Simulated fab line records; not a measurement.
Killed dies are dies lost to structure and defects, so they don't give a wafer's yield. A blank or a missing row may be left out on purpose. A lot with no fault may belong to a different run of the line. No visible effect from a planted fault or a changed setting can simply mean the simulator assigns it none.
fab line records | flow n5-finfet
record lots=4 wafers=12 last-day=15
route steps=1938 shown PMOS_HMC_CHANNEL_EPI@61 FIN_SAQP@90 PASSIVATION@1936
lots that met no fault: taken from a fault-free run of the same line
start-h: the number of hours between the record's first day and the start of the first shown wafer of the lot | wait-h: hours since the lot's step before | " same as the row above | L1.1+2: one row covering several wafers at once | - either no value or no given start | * or withheld: withheld | < > ~ a bound
route shown NAME@n: NAME is a module with steps in the file, n the number in the route of the first one | usual: the fault-free wafers' mean and standard deviation | same: alike in all rows | chamber/n: place in a boat | sites: each site's reading | _std_site: the standard deviation of these | _edge_site: the outer-site mean with the inner-site mean subtracted | radius-mm: for every site, how far away it sits from the centre of the wafer | mask NAME#n: copy n | behind: the last tool/chamber to shape the wafer | hold: why the lot was held/for how many hours/how that ended | device: the n, p or np transistor that did not switch | end of line: tests of these same wafers at the route's end | for a step that has no rows: nothing shown but its recipe | killed: dies that structure and defects cost at the first sort, which is not the same as the wafer's yield | map: a wafer's dies, marking killed ones x, the rest . and places with no die _
set.NAME: the setting the step ran with; set.NAME@STEP: the setting that earlier step ran with | model.NAME: the simulator's own value behind a step, which no gauge read
lots seen at some steps along the route; tables by step, rows by wafer
services: a tool's chamber out of use, with start hour (start-h, from the record's first day; less than 0 if before it), hours out, and reason
## steps
# step N5_PMOS_HMC_CHANNEL_EPI_SOFTBAKE_04
# recipe temp-c=110 time-s=60 resist=CAR-ArF-block
# step N5_PMOS_HMC_CHANNEL_EPI_EXPOSE_06
# recipe mask-id=PMOS_HMC_BLK na=1.35 source-shape=conventional sigma-outer=0.8 polarization=unpolarized target-cd-nm=240 dose-mj=41
# step N5_PMOS_HMC_CHANNEL_EPI_PEB_07
# recipe peb-temp-c=110 peb-time-s=60 resist=CAR-ArF-block
# step N5_PMOS_HMC_CHANNEL_EPI_DEVELOP_08
# recipe develop-time-s=30 developer=TMAH resist=CAR-ArF-block dev-temp-c=23 rinse-liquid=diw dry=air-spin
# step N5_PMOS_HMC_CHANNEL_EPI_DESCUM_14
# recipe chemistry=O2 time-s=7.9 source-power-w=50 bias-power-w=20 pressure-mtorr=20 rf-frequency-hz=2.712e+07 temp-c=40 resist=CAR-ArF-block o2-flow-sccm=225
# step N5_PMOS_HMC_CHANNEL_EPI_ETCH_32
# recipe chemistry=N2/H2 target=BARC stop-on=SiO2 target-depth-a=858 over-etch-frac=0.3 time-s=50.3 ion-energy-ev=200 mask-material=CAR-ArF-block pressure-mtorr=30 source-w=840 bias-w=150 n2-flow-sccm=200 h2-flow-sccm=200
# step N5_PMOS_HMC_CHANNEL_EPI_HM_OPEN_15
# recipe chemistry=CHF3/O2 target=SiO2 mask-material=CAR-ArF-block target-depth-a=406 CHF3_flow_sccm=50 O2_flow_sccm=5 Ar_flow_sccm=200 time-s=20.3 pressure-mtorr=30 source-w=650 bias-w=170 ion-energy-ev=200
# step N5_PMOS_HMC_CHANNEL_EPI_STRIP_33
# recipe chemistry=N2/H2 power-w=500 temp-c=40 pressure-mtorr=50 rf-frequency-hz=6e+07 overash-fraction=0.3 bias-power-w=8 h2-frac=0.5 n2-flow-sccm=300 h2-flow-sccm=300
# step N5_PMOS_HMC_CHANNEL_EPI_STRIP_17
# recipe chemistry=SPM time-s=750 temp-c=130 h2so4-h2o2-vol-ratio=4 dry=ipa-marangoni
# step N5_PMOS_HMC_CHANNEL_EPI_ETCH_38
# recipe chemistry=CF4 target=SiO2 target-depth-a=15 ion-energy-ev=350 pressure-mtorr=10 icp-w=800 bias-w=400 cf4-flow-sccm=80
# usual cf4-flow-sccm=80.03/0.24 drypump-motor-current-A=5.7/0.4 oes-product-au=0.988/0.017 throttle-valve-pct=21.75/0.2
# columns lot.wafer tool chamber start-h wait-h cf4-flow-sccm drypump-motor-current-A oes-product-au rf-hours-counter-h throttle-valve-pct
L998.1 rie-si-01 3 23.69 0.0 80.41 5.9 0.968 195 21.49
L998.4 " 0 " " 80.06 5.0 1.000 193 21.76
L998.6 " 1 " " 80.02 5.1 0.971 - 21.94
L102.3 rie-si-06 3 48.37 0.0 79.94 5.4 0.963 86 22.17
L102.4 " 1 " " 80.33 5.8 0.996 33 21.82
L102.5 " 0 " " 80.33 6.3 0.999 - 21.81
L112.3 rie-si-01 3 109.50 0.0 79.68 5.9 0.977 197 21.49
L112.5 " 0 " " 80.18 5.0 1.013 - 21.78
L112.6 " 1 " " 80.51 5.2 0.967 - 21.94
L114.2 rie-si-01 1 122.24 0.0 79.58 5.2 0.975 126 21.95
L114.4 " 2 " " 80.18 6.3 1.006 - 21.73
L114.5 " 0 " " 80.04 5.0 1.008 - 21.76
# step N5_PMOS_HMC_CHANNEL_EPI_FIN_RECESS_16
# recipe chemistry=HBr/Cl2 target=Si mask-material=SiO2 target-depth-a=540 time-s=18 pressure-mtorr=10 icp-w=800 bias-w=75 HBr_flow_sccm=150 Cl2_flow_sccm=80
# step N5_PMOS_HMC_CHANNEL_EPI_PRECLEAN_36
# recipe chemistry=O3/DIW time-s=45 temp-c=22 o3-ppm=10
# step N5_PMOS_HMC_CHANNEL_EPI_PRECLEAN_18
# recipe chemistry=DHF time-s=30 temp-c=25 dilution=withheld
# step N5_PMOS_HMC_CHANNEL_EPI_SRD_19
# recipe dry=ipa-marangoni do-ppb=5 time-s=30 temp-c=23 rinse-liquid=diw
# step N5_PMOS_HMC_CHANNEL_EPI_EPI_20
# recipe material=SiGe30 mask-material=SiO2 pressure-torr=20 target-thk-a=590 temp-c=600
# step N5_PMOS_HMC_CHANNEL_EPI_HM_STRIP_35
# recipe chemistry=dHF temp-c=25 material=SiO2 target=SiO2 target-depth-a=396 time-s=216
# step N5_PMOS_HMC_CHANNEL_EPI_SRD_39
# recipe dry=ipa-marangoni time-s=30 temp-c=23 rinse-liquid=diw
# step N5_PMOS_HMC_CHANNEL_EPI_CMP_21
# recipe material=SiGe30 post-cmp-clean=alkaline-brush target-thk-nm=54
# step N5_PMOS_HMC_CHANNEL_EPI_PRECLEAN_40
# recipe chemistry=DHF time-s=30 temp-c=25 dilution=withheld
# step N5_PMOS_HMC_CHANNEL_EPI_PRECLEAN_37
# recipe chemistry=O3/DIW time-s=45 temp-c=22 o3-ppm=10
# step N5_PMOS_HMC_CHANNEL_EPI_PRECLEAN_24
# recipe chemistry=DHF time-s=30 temp-c=25 dilution=withheld
# step N5_PMOS_HMC_CHANNEL_EPI_SRD_25
# recipe dry=ipa-marangoni do-ppb=5 time-s=30 temp-c=23 rinse-liquid=diw
# step N5_PMOS_HMC_CHANNEL_EPI_EPI_26
# recipe material=Si target-thk-a=38 temp-c=650 precursor=SiH4/H2 pressure-torr=20 time-s=22.7
# step N5_FIN_SAQP_PRECLEAN_42
# recipe chemistry=O3/DIW time-s=60 temp-c=22 o3-ppm=10
# step N5_FIN_SAQP_PRECLEAN_00
# recipe chemistry=SC1 time-s=60 temp-c=55 mix=1:2:50
# step N5_FIN_SAQP_PRECLEAN_44
# recipe chemistry=SC2 time-s=45 temp-c=35 mix=1:1:50
# step N5_FIN_SAQP_SRD_01
# recipe dry=ipa-marangoni time-s=30 temp-c=23 rinse-liquid=diw
# step N5_FIN_SAQP_ALD_61
# recipe material=SiO2 target-thk-a=40 temp-c=300 ald-precursor-family=BDEAS ald-co-reactant=O2-plasma pulse-time-s=1 purge-time-s=2 co-reactant-purge-time-s=2 ald-cycles=43 pressure-torr=2
# step N5_FIN_SAQP_DENSIFY_62
# recipe temp-c=700 time-s=60 ambient=N2 idle-temp-c=600 ramp-up-c-per-s=150 ramp-down-c-per-s=60 cool-to-c=600
# step N5_FIN_SAQP_HM_DEP_03
# recipe material=SiNx target-thk-a=380 temp-c=400 precursor=SiH4/NH3/N2 pressure-torr=1.5 rf-w=300 time-s=33.6
# step N5_FIN_SAQP_PECVD_47
# recipe material=a-Si target-thk-a=450 temp-c=400 precursor=SiH4/He pressure-torr=3 rf-w=100 time-s=36.3
# step N5_FIN_SAQP_PECVD_48
# recipe material=SiNx target-thk-a=250 temp-c=400 precursor=SiH4/NH3/N2 pressure-torr=1.5 rf-w=300 time-s=22.1
# step N5_FIN_SAQP_PECVD_06
# recipe material=a-Si target-thk-a=600 temp-c=400 precursor=SiH4/He pressure-torr=3 rf-w=100 time-s=48.1
# step N5_FIN_SAQP_HM_DEP_72
# recipe material=SiO2 target-thk-a=120 temp-c=400 precursor=SiH4/N2O pressure-torr=0.75 rf-w=275 time-s=7.2
# step N5_PASSIVATION_PROBE_49
# usual defect-limited-yield=91.3/1.5 killed_at_M0_to_M3=35/10 killed_at_M4_up=13/5.3 killed-at-contacts=12/5.7 killed-at-front-end=39/11 killed-at-other=3.3/2.7 killed-dies=102/18 killed-on-rim=13/4 killed-open=67/13 killed-short=34/7.8 sort_bin_5_function=5.1/1 sort_bin_6_memory=3.3/0.68 sort-n-pass=1078/18 sort-yield-pct=91.3/1.5
# same gross-dies=1180 killed-at-back-side=0 sort_bin_4_leakage[%]=0 sort_bin_8_speed[%]=0
# columns lot.wafer tool chamber start-h wait-h defect-limited-yield[%] killed_at_M0_to_M3 killed_at_M4_up killed-at-contacts killed-at-front-end killed-at-other killed-dies killed-on-rim killed-open killed-short sort_bin_5_function[%] sort_bin_6_memory[%] sort-n-pass sort-yield-pct[%]
L112.6 prober-02 - 356.96 0.3 80.8 48 13 8 157 0 226 16 71 45 12.5 4.7 954 80.8
L114.2 prober-02 - 370.09 0.1 83.3 23 12 3 155 4 197 11 55 22 10.5 3.9 983 83.3
# killed by level:class
L112.6 PMOS_HMC_CHANNEL_EPI:unspecified=110 BEOL_M2:geometric-particle:open=17 FIN_SAQP:geometric-particle:short=12 BEOL_M3:geometric-particle:open=8 BEOL_M1:geometric-particle:open=7 GATE_CUT:geometric-particle:short=7 FIN_SAQP:geometric-particle:open=6 MOL_CONTACT_COAG:geometric-particle:open=5
L114.2 PMOS_HMC_CHANNEL_EPI:unspecified=118 BEOL_M1:geometric-particle:open=9 STI_FIN_REVEAL:geometric-particle:open=8 GATE_CUT:geometric-particle:open=8 FIN_SAQP:geometric-particle:open=4 BEOL_M0_SAQP:geometric-particle:short=4 BEOL_M1:geometric-particle:short=4 BEOL_M4:geometric-particle:open=4
# map L112.6 (x killed, . not)
_________________..x......x..________________
______________........x........._____________
___________........................__________
__________.........................._________
________.........x.....x........x....._______
_______.....x...........x.........x....______
______....x...x.....x............x......_____
_____......x.........x...................____
____...................x....x..x..........___
___...x...x.........................x......__
___........x..........x..............x.....__
__...x.........x...x......x.x..xx..x.xx....x_
__...........xx......x.......x.........x...._
_...x.x.......x.....x........................
_x.x............x............x..x...x........
_................x.......x...........x.x.....
_x............x..........x...x.....x........x
_......x..xx.............................xx..
_.....x..x......xx..x.....xx....x..xx........
_.......................x....x.......xx......
_.........x............x...............x.....
__.................xx....xxx..x...........x._
__................x.......x.xxx............._
___x.........x....x....x.xxxxxxxx........x.__
___.........x.x.........xxxxxxxxx.x........__
____..................xxxxxxxxxxxx........___
_____..x............xx.xxxxxxxxxxxx.x....____
______...x...........xxxxxxxxxxxxx......_____
_______....x..x...x...xxxxxxxxxxxxx....______
________..x......x..xxxxxxxxxxxxxx...._______
__________........x.x.xxxxxxx.xxxx.x_________
___________.........x.xxxxx.xxx....__________
______________.........xxx..xx.._____________
_________________...x.xxx..x.________________
# map L114.2 (x killed, . not)
_________________............________________
______________.................._____________
___________...................x....__________
__________x........................._________
________.....xx..............x.....x.._______
_______.....x..x............x..........______
______.....x.....x......................_____
_____.....x........................x.....____
____..........x....x..x...................___
___.............x.................x.....x..__
___...........x............................__
__x...x.................x.........x...x....._
__x.x.......................x...........x..._
_......x.........................x...........
_.......x.x..........................x.......
_......................x..................x..
_..........x..............x.........x........
_..x......x.........x........................
_............x......x..xx...x.....x.......x..
_..................................x......x..
_.....................x.x..x.................
__.............x......x.x....x.............._
__...x......x............x.x....x..........._
___........x.x........xxxxxxxxxx.x......x..__
___....................xxxxxxxxx.x.........__
____.....x..........xxxxxxxxxxxxx...x.....___
_____.........x..x..x.xxxxxxxxxxxxxx.....____
______.....x.x.x....xxxxxxxxxxxxxx......_____
_______...x........x.xxxxxxxxxxxx.xx...______
________..x......x..xxxxxxxxxxxxxx...._______
__________......x......xxxxxxxxx...._________
___________...........x.xxxxxxxx..x__________
______________....x....xxxx..xx._____________
_________________........xx..________________
## services
# columns tool chamber start-h hours kind
rie-si-06 - 28.38 1.0 repair
rie-si-01 1 60.09 4.1 repair
rie-si-01 2 81.04 - clean
rie-si-01 2 81.04 15.6 scheduled-down
rie-si-01 2 81.04 15.6 vent-cycle
rie-si-06 0 87.43 6.4 repair
rie-si-01 3 113.45 - clean
rie-si-01 3 113.45 - consumable-replace:esc
rie-si-01 3 113.45 22.4 scheduled-down
rie-si-01 3 113.45 22.4 vent-cycle
## key
first-sign step=N5_PASSIVATION_PROBE_49 reading=killed-at-front-end direction=up sigmas=11 usual=39 struck=156
effect step=N5_PASSIVATION_PROBE_49 reading=killed-dies direction=up sigmas=6.1 usual=102 struck=212
more-kills-born-at N5_PMOS_HMC_CHANNEL_EPI_ETCH_38@rie-si-01=228
met-at N5_PMOS_HMC_CHANNEL_EPI_ETCH_38
struck-wafers L112.6,L114.2
onset-between 23.69 109.50
fault kind=chamber-particle-source tool=rie-si-01 chamber=1 onset-h=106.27 steps=N5_PMOS_HMC_CHANNEL_EPI_ETCH_38 rate-per-visit-cm2=0.73251 end-h=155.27
